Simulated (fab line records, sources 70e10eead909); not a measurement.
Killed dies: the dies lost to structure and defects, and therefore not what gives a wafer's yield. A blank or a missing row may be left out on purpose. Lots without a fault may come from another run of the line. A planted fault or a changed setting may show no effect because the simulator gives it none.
A lot that was struck, set against a sound lot ; flow nand harc ; 15 steps out of a route of 1159
Sound: these wafers, L471.1, L471.2, L471.3. Struck: wafers L473.1, L473.2, L473.4. The cause comes at the end.
Each step with rows lists, per side, the tool, then ch with its chambers, then its first start. Under that, the readings that differ: sound wafers ; struck wafers ; difference of the means ; sigmas: that difference in standard deviations of wafers without a fault.
alike: readings whose means differ by less than 2 such deviations, and words and numbers that are the same on both sides. not compared: withheld readings, readings that some wafer has no value for, bounds like >300 that may hide the same value, and numbers for which the record gives no deviation and whose values overlap.
A row with sigmas, a row that says differs or no value, or rows on one side alone: a step with any of these is where the two part. Numbers that don't overlap but have no deviation are shown without sigmas and don't part them. Lack of a reading on every wafer of one side parts them only where that side has two or more wafers.

first, 1 step without rows for these wafers: NHARC_A_CHANNEL_HOLE_D1_SRD_29.
NHARC_A_CHANNEL_HOLE_D1_CD_MEAS_30:
  struck on cd sem-02, day 9 10:07; sound on cd sem-01, day 8 23:19
  alike: cd nm
NHARC_A_CHANNEL_HOLE_D1_XSEM_31:
  sound on xsem-01 ch 0, day 8 23:24; struck on xsem-01 ch 0, day 9 10:12
  alike: bot cd nm, bow nm, tilt deg
NHARC_A_CHANNEL_HOLE_D1_INSPECT_40:
  struck on defect inspect-01, day 9 10:18; sound on defect inspect-02, day 8 23:30
  alike: raw defect count
then, 2 steps without rows for these wafers: NHARC_A_CHANNEL_FILL_D1_PRECLEAN_00 (cleans in SC1); NHARC_A_CHANNEL_FILL_D1_SRD_01.
NHARC_A_CHANNEL_FILL_D1_ALD_02: deposits SiO2, target thk 6 nm, pulse time 10 s, ald cycles 60.
  sound on ald hk-02 ch 1,2,3, day 9 02:41; struck on ald hk-01 ch 1,2,3, day 9 10:34
  alike: heater power w, precursor pulse height rel
then, 1 step without rows for these wafers: NHARC_A_CHANNEL_FILL_D1_ALD_03 (deposits SiNx, target thk 6 nm, pulse time 60 s, ald cycles 58).
NHARC_A_CHANNEL_FILL_D1_ALD_14: deposits SiO2, target thk 2.5 nm, pulse time 10 s, ald cycles 25.
  sound on ald hk-02 ch 1,2,3, day 9 09:41; struck on ald hk-04 ch 0,1,2, day 9 17:29
  alike: heater power w, precursor pulse height rel
then, 1 step without rows for these wafers: NHARC_A_CHANNEL_FILL_D1_ALD_15 (deposits SiNx, target thk 2 nm, pulse time 60 s, ald cycles 19).
NHARC_A_CHANNEL_FILL_D1_ALD_16: deposits SiO2, target thk 1.5 nm, pulse time 10 s, ald cycles 15.
  sound on ald hk-04 ch 0,2,3, day 9 14:53; struck on ald hk-02 ch 0,2,3, day 9 22:41
  alike: heater power w, precursor pulse height rel
then, 1 step without rows for these wafers: NHARC_A_CHANNEL_FILL_D1_ANNEAL_17 (time 1800 s).
NHARC_A_CHANNEL_FILL_D1_CVD_18: deposits poly-Si, target thk 3 nm.
  sound on lpcvd poly-03 ch 0, day 10 00:25; struck on lpcvd poly-01 ch 0, day 10 10:29
  alike: zone power bottom pct
NHARC_A_CHANNEL_FILL_D1_ETCHBACK_19: etches the open film in HBr/Cl2, target depth 5 nm, time 1.7 s.
  sound on rie si-04 ch 0,2,3, day 10 02:28; struck on rie si-06 ch 0,2,3, day 10 12:55
reading;sound;struck;difference;sigmas
rf hours counter h (h);1.0 1.1 1.0;0.4 0.4 0.3;-0.7;
  alike: drypump motor current A, hbr flow sccm, he backside leak sccm, oes product au, throttle valve pct
-- record jumps: 10 days between struck wafers' starts before vs after; left off in module A_CHANNEL_FILL_D1, resumes in module END, first step shown is number 1159 of the route --
NHARC_END_SORT_01:
  here the record holds rows for the struck wafers (prober-02 ch 0, day 20 21:51) but none for the sound ones

## WHERE THEY PART
At NHARC_END_SORT_01 and nowhere else, as far as this record goes.

WHY: the cause the simulator had injected
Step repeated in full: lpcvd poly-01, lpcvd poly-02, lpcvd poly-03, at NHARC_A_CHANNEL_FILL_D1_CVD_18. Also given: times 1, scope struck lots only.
